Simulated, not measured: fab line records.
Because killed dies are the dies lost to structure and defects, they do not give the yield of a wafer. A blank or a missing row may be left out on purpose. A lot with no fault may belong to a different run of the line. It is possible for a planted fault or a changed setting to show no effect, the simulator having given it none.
A struck lot beside a sound one	flow n5 finfet	36 out of 1938 route steps
Sound: the wafers L972.1, L972.4, L972.5. Wafers L964.2, L964.3, L964.5 were the ones struck. The cause comes at the end.
At each step with rows: each side's tool, then ch and its chambers, then its first start. Under that, the readings that differ: sound wafers	struck wafers	difference of the means	sigmas: that difference in standard deviations of wafers without a fault.
alike: words and numbers the same on both sides, and readings whose means are apart by under 2 such deviations; not compared: readings that were withheld, readings missing a value for some wafer, numbers with overlapping values and no deviation given by the record, and bounds like >300 which may hide the same value.
The two part at a step that has a row with sigmas, a row that says differs or no value, or rows on one side only. Numbers that don't overlap but have no deviation are shown without sigmas and don't part them. A reading missing from all wafers of one side parts the sides only when that side holds two or more wafers.

first, 9 steps without rows for these wafers: N5_BEOL_M4_ANNEAL_95 (time 240 s); N5_BEOL_M4_SPUTTER_96 (material Cu, target thk 4.5 nm, time 8.29 s); N5_BEOL_M4_ECD_50 (material Cu, target thk 300 nm); N5_BEOL_M4_ANNEAL_51 (time 90 s); N5_BEOL_M4_CMP_52 (polishes, stops on SiOC, t overpolish 6.8 s, target thk 40 nm); N5_BEOL_M4_PRE_CLEAN_60 (time 15 s); N5_BEOL_M4_CO_CAP_55 (material Co, precursor CCTBA/H2, target thk 2 nm, time 102.1 s); N5_BEOL_M4_PRE_CLEAN_56 (time 15 s); N5_BEOL_M4_DEP_57 (deposits SiCN from 3MS/NH3, target thk 8 nm, time 14 s).
N5_BEOL_M4_RC_MEAS_101:
  sound on prober-02 ch 0, day 11 23:23; struck on prober-01 ch 0, day 9 13:55
  alike: DIBL_N, DIBL_P, IOFF_N, IOFF_P, ION_N, ION_P, SS_N, SS_P, VT_N, VT_P
then, 24 steps without rows for these wafers: N5_BEOL_M5_ILD_DEP_00 (deposits SiCOH lowk from DEMS/porogen, target thk 140.64 nm, time 25.9 s); N5_BEOL_M5_CURE_79 (cures SiCOH lowk, time 240 s); N5_BEOL_M5_PECVD_70 (deposits SiO2 from TEOS/O2, target thk 16 nm, time 18 s); N5_BEOL_M5_HM_DEP_02 (deposits TiN, target thk 20 nm); N5_BEOL_M5_COAT_59 (time 60 s, resist thk 60 nm); N5_BEOL_M5_COAT_60 (time 60 s, resist thk 12 nm); N5_BEOL_M5_COAT_71 (time 60 s, resist thk 5 nm); N5_BEOL_M5_COAT_05 (resist thk 30 nm); N5_BEOL_M5_EBR_07; N5_BEOL_M5_SOFTBAKE_06 (time 60 s); N5_BEOL_M5_EXPOSE_08 (exposes mask M5, target cd 28 nm); N5_BEOL_M5_PEB_09 (peb time 60 s); N5_BEOL_M5_DEVELOP_10 (develop time 30 s); N5_BEOL_M5_DESCUM_16 (chemistry O2, time 7 s); N5_BEOL_M5_ETCH_72 (etches underlayer in N2/H2, target depth 6.5 nm, time 5.2 s); N5_BEOL_M5_ETCH_61 (etches SiARC in CF4, target depth 15.6 nm, time 26 s); N5_BEOL_M5_ETCH_62 (etches SOC in N2/H2, target depth 75 nm, overetch 15 nm, time 112.5 s); N5_BEOL_M5_STRIP_63 (strips in N2/H2); N5_BEOL_M5_STRIP_73 (strips in N2/H2); N5_BEOL_M5_STRIP_64 (strips in CF4); N5_BEOL_M5_HM_OPEN_17 (chemistry Cl2/BCl3, target TiN, target depth 20 nm, overetch 6 nm); N5_BEOL_M5_STRIP_19 (strips in O2); N5_BEOL_M5_COAT_65 (time 60 s, resist thk 60 nm); N5_BEOL_M5_COAT_66 (time 60 s, resist thk 12 nm).
-- record jumps: 4 days separate the struck wafers' starts on either side; left off in module BEOL_M5, taken up again in module PASSIVATION, whose first shown step is the route's number 1910 --
N5_PASSIVATION_ETCH_59: etches TaN in Cl2/BCl3, target depth 65 nm, time 34.9 s.
  sound on rie metal-02 ch 1, day 15 21:28; struck on rie metal-03 ch 0,1, day 13 15:52
reading	sound	struck	difference	sigmas
throttle valve pct (%)	21.05 21.07 21.07	21.53 21.44 21.56	+0.45	+4
model.etch.depth nm (nm)	67.33 67.21 66.98	49.89 49.14 49.66	-17.61	
  alike: bias w, drypump motor current A, he backside leak sccm, oes product au
  not compared: rf hours counter h
N5_PASSIVATION_PROBE_49:
  rows exist in the record for the struck wafers here (prober-01, day 13 20:35), but not for the sound ones

## WHERE THEY PART
Last at N5_PASSIVATION_PROBE_49 as far as this record goes, first at N5_PASSIVATION_ETCH_59.

WHY: what the simulator had put in
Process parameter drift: rie metal-03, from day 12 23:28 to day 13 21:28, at N5_PASSIVATION_ETCH_59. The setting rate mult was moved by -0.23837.
